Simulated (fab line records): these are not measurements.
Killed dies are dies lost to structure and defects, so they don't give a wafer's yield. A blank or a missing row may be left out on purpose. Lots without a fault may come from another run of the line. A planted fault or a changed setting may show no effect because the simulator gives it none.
Code-filled problem report in 8D (eight disciplines) form + flow n5Finfet + the parts of the form that need people (team, actions taken, sign-off) are left out

1. WHAT IS WRONG
Wafers without a fault read 73.03 W, standard deviation 0.24; biasW at N5_BEOL_M0_SAQP_ETCH_107 reads a mean of 57.97 W on 6 wafers belonging to 2 lots. That is -63 standard deviations from the usual mean.
The step: etches SiNx in CH3F/O2, target depth 30 nm.
First seen on wafer L718.2, day 9 04:54, on rieDiel-05. At this step, 18 wafers from 6 lots have a number in the record. Rule for "out", or "out of limits": more than 4 standard deviations from the usual mean. All remaining wafers that have a number are taken as sound.

2. WHAT IT IS, AND WHAT IT ISN'T
| question                    | is                     | is not                                                                      |
|-----------------------------|------------------------|-----------------------------------------------------------------------------|
| which readings at this step | biasW, rfVppV          | drypumpMotorCurrentA, oesProductAu, showerheadPlenumPTorr, throttleValvePct |
| which lots                  | L718, L719             | L707, L708, L722, L728                                                      |
| which wafers of those lots  | all that have a number | -                                                                           |
| read on which tools         | rieDiel-05             | rieDiel-02, rieDiel-04                                                      |
| when                        | from day 9 04:54       | up to then (6 sound wafers); but 6 sound wafers of L722, L728 came after    |

3. THE SUSPECTS, EACH WITH WHAT RULES IT OUT
Counting: a tool at a process step up to the reading stays a suspect if it ran every lot that is out and no sound lot after the first of them.
- vaporEtch-02 at N5_BEOL_M0_SAQP_RECESS_114 (chemistry HF/NH3, target SiO2, target depth 14.4 nm, afs cycles 3, sublimation time 60 s): kept. It ran every lot that is out, first L718 (day 9 00:27), and no sound lot after that.
- rieDiel-05 at N5_BEOL_M0_SAQP_ETCH_106 (etches SOC in N2/H2, stops on SiNx, target depth 150 nm): kept. All lots that are out passed through it, beginning with L718 at day 9 04:50, and no sound lot followed; its final sound lot before that point was L708 at day 6 21:28.
- rieDiel-05 at N5_BEOL_M0_SAQP_ETCH_107 (etches SiNx in CH3F/O2, target depth 30 nm): kept. All lots that are out passed through it, beginning with L718 at day 9 04:54, and no sound lot followed; its final sound lot before that point was L708 at day 6 21:32. Its own biasW, rfVppV readings are out on those wafers.
The count leaves vaporEtch-02 at N5_BEOL_M0_SAQP_RECESS_114, rieDiel-05 at N5_BEOL_M0_SAQP_ETCH_106, and rieDiel-05 at N5_BEOL_M0_SAQP_ETCH_107.

4. THE CAUSE (what the simulator had put in)
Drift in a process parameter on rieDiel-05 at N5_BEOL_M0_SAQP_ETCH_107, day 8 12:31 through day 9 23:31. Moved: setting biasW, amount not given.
Counting left 3 suspects, and this tool is among them.

5. SEQUENCE OF EFFECTS, ordered by route
Rows list readings where the struck wafers' mean (over those with a number) sits beyond 3 standard deviations from the usual. Only readings for which the record gives a usual standard deviation are gone through. hours: the time from each lot's start at the first step in this table that gives one to its start at this step, as a median over the lots. sigmas: the change in usual standard deviations.
| hours | step                     | reading | usual   | on struck wafers | change | sigmas |
|-------|--------------------------|---------|---------|------------------|--------|--------|
| 0     | N5_BEOL_M0_SAQP_ETCH_107 | biasW   | 73.03 W | 57.97            | -15.06 | -63    |
| 0     | N5_BEOL_M0_SAQP_ETCH_107 | rfVppV  | 299 V   | 247              | -52    | -5.9   |
Its process steps:
- N5_BEOL_M0_SAQP_ETCH_107: etches SiNx in CH3F/O2, target depth 30 nm.
Later measuring or inspecting steps at which every struck wafer that the step has a row for has a number for every such reading, and none has moved that far: N5_BEOL_M4_RC_MEAS_101.

6. WHAT WOULD HAVE CAUGHT IT SOONER
16 hours passed between the start of the fault at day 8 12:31 and the first reading out of limits in this record, taken at day 9 04:54.
